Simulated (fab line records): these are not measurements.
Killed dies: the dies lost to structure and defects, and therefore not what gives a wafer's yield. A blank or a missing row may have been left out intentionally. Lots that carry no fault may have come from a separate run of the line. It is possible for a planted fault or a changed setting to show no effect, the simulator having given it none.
Comparing a struck lot with a sound one ; flow n5-finfet ; 15 out of 1938 route steps
Sound: wafers L969.1, L969.2, L969.3. Struck: wafer L982.6. (L982.2 of the same lot was not struck and is left out.) The cause comes at the end.
Order at every step that has rows: each side's tool, ch and its chambers, its first start. Under that, the readings that differ: sound wafers ; struck wafers ; difference of the means ; sigmas: that difference in standard deviations of wafers without a fault.
alike: readings with means less than 2 such deviations apart, plus words and numbers identical on both sides. not compared: withheld readings, readings lacking a value on some wafer, bounds such as >300 that could conceal the same value, and numbers that have no deviation in the record and whose values overlap.
Wherever a step has rows on one side only, a row that says differs or no value, or a row with sigmas, the two part there. Non-overlapping numbers with no deviation appear without sigmas and do not part them. A reading that every wafer of one side lacks parts them only if that side has two wafers or more.

first, 1 step without rows for these wafers: N5_MOL_CONTACT_COAG_DESCUM_45 (chemistry O2, time 7 s).
N5_MOL_CONTACT_COAG_ETCH_65: etches underlayer in N2/H2, target depth 13 nm, time 10.4 s.
  sound on rie-diel-01 ch 0,1,2, day 5 16:43; struck on rie-diel-02 ch 3, day 8 19:10
reading;sound;struck;difference;sigmas
drypump-motor-current-A (A);5.3 5.9 6.1;5.1;-0.7;-2
  alike: etch-rf-on-time-s, oes-product-au, rf-vpp-V, showerhead-plenum-p-Torr, throttle-valve-pct
  not compared: rf-hours-counter-h
then, 1 step without rows for these wafers: N5_MOL_CONTACT_COAG_ETCH_66 (etches SiARC in CF4, target depth 13 nm, time 21.7 s).
N5_MOL_CONTACT_COAG_ALD_133: deposits SiO2, target thk 5 nm, pulse time 1 s, co reactant pulse time 1 s.
  sound on ald-sin-03 ch 1,2,3, day 5 16:49; struck on ald-sin-03 ch 3, day 8 19:21
  alike: heater-power-w, precursor-pulse-height-rel
N5_MOL_CONTACT_COAG_ETCHBACK_134: etches SiO2 in CHF3, target depth 10 nm, time 6.7 s.
  sound on rie-diel-02 ch 0,2,3, day 5 17:00; struck on rie-diel-04 ch 1, day 8 19:31
reading;sound;struck;difference;sigmas
rf-vpp-V (V);525 535 524;513;-15;-2
  alike: drypump-motor-current-A, oes-product-au, showerhead-plenum-p-Torr, throttle-valve-pct
  not compared: rf-hours-counter-h
N5_MOL_CONTACT_COAG_ETCH_67: etches SOC in N2/H2, target depth 60 nm, overetch 21 nm, time 101.2 s.
  sound on rie-diel-02 ch 0,2,3, day 5 17:02; struck on rie-diel-04 ch 1, day 8 19:34
  alike: drypump-motor-current-A, oes-product-au, rf-vpp-V, showerhead-plenum-p-Torr, throttle-valve-pct
  not compared: rf-hours-counter-h
then, 5 steps without rows for these wafers: N5_MOL_CONTACT_COAG_STRIP_68 (strips in N2/H2); N5_MOL_CONTACT_COAG_STRIP_69 (strips in N2/H2); N5_MOL_CONTACT_COAG_ETCHBACK_136 (etches SiO2 in CHF3, target depth 25 nm, time 16.7 s); N5_MOL_CONTACT_COAG_STRIP_120 (strips in CHF3); N5_MOL_CONTACT_COAG_VIA_ETCH_117 (etches SiO2 in C4F6/O2, target depth 40 nm, overetch 8 nm, time 26 s).
N5_MOL_CONTACT_COAG_ETCH_124: etches SiNx in CH3F/O2, stops on SiOC, target depth 6.5 nm.
  sound on rie-diel-02 ch 0,2,3, day 5 17:11; struck on rie-diel-04 ch 1, day 8 19:43
reading;sound;struck;difference;sigmas
rf-vpp-V (V);301 302 298;291;-9;-2
  alike: drypump-motor-current-A, oes-product-au, showerhead-plenum-p-Torr, throttle-valve-pct
  not compared: rf-hours-counter-h
N5_MOL_CONTACT_COAG_ETCH_48: etches SiOC in C4F6/O2, target depth 15 nm, overetch 4.5 nm, time 17 s.
  sound on rie-diel-02 ch 0,2,3, day 5 17:14; struck on rie-diel-04 ch 1, day 8 19:45
reading;sound;struck;difference;sigmas
oes-product-au (a.u.);0.62 0.64 0.56;0.76;+0.15;+2
rf-vpp-V (V);1597 1620 1593;1560;-43;-2
  alike: drypump-motor-current-A, showerhead-plenum-p-Torr, throttle-valve-pct
  not compared: rf-hours-counter-h, model.SOC_of_MOL_CONTACT_COAG_COAT_62.thk-nm
then, 1 step without rows for these wafers: N5_MOL_CONTACT_COAG_STRIP_72 (strips in N2/H2).
-- the record jumps here: 4 days lie between the struck wafers' starts before and after (it left off in module MOL_CONTACT_COAG and takes up again in module BEOL_M4, whose first step shown is number 1111 of the route) --
N5_BEOL_M4_RC_MEAS_101:
  sound on prober-01 ch 0, day 8 08:14; struck on prober-02 ch 0, day 12 09:59
  alike: DIBL_N, DIBL_P, IOFF_N, IOFF_P, ION_N, ION_P, SS_N, SS_P, VT_N, VT_P

WHERE THEY PART
Last at N5_MOL_CONTACT_COAG_ETCH_48 as far as this record goes, first at N5_MOL_CONTACT_COAG_ETCH_65. Later steps at which nothing parts them and some readings are alike: N5_BEOL_M4_RC_MEAS_101.

WHY: what had been put in by the simulator
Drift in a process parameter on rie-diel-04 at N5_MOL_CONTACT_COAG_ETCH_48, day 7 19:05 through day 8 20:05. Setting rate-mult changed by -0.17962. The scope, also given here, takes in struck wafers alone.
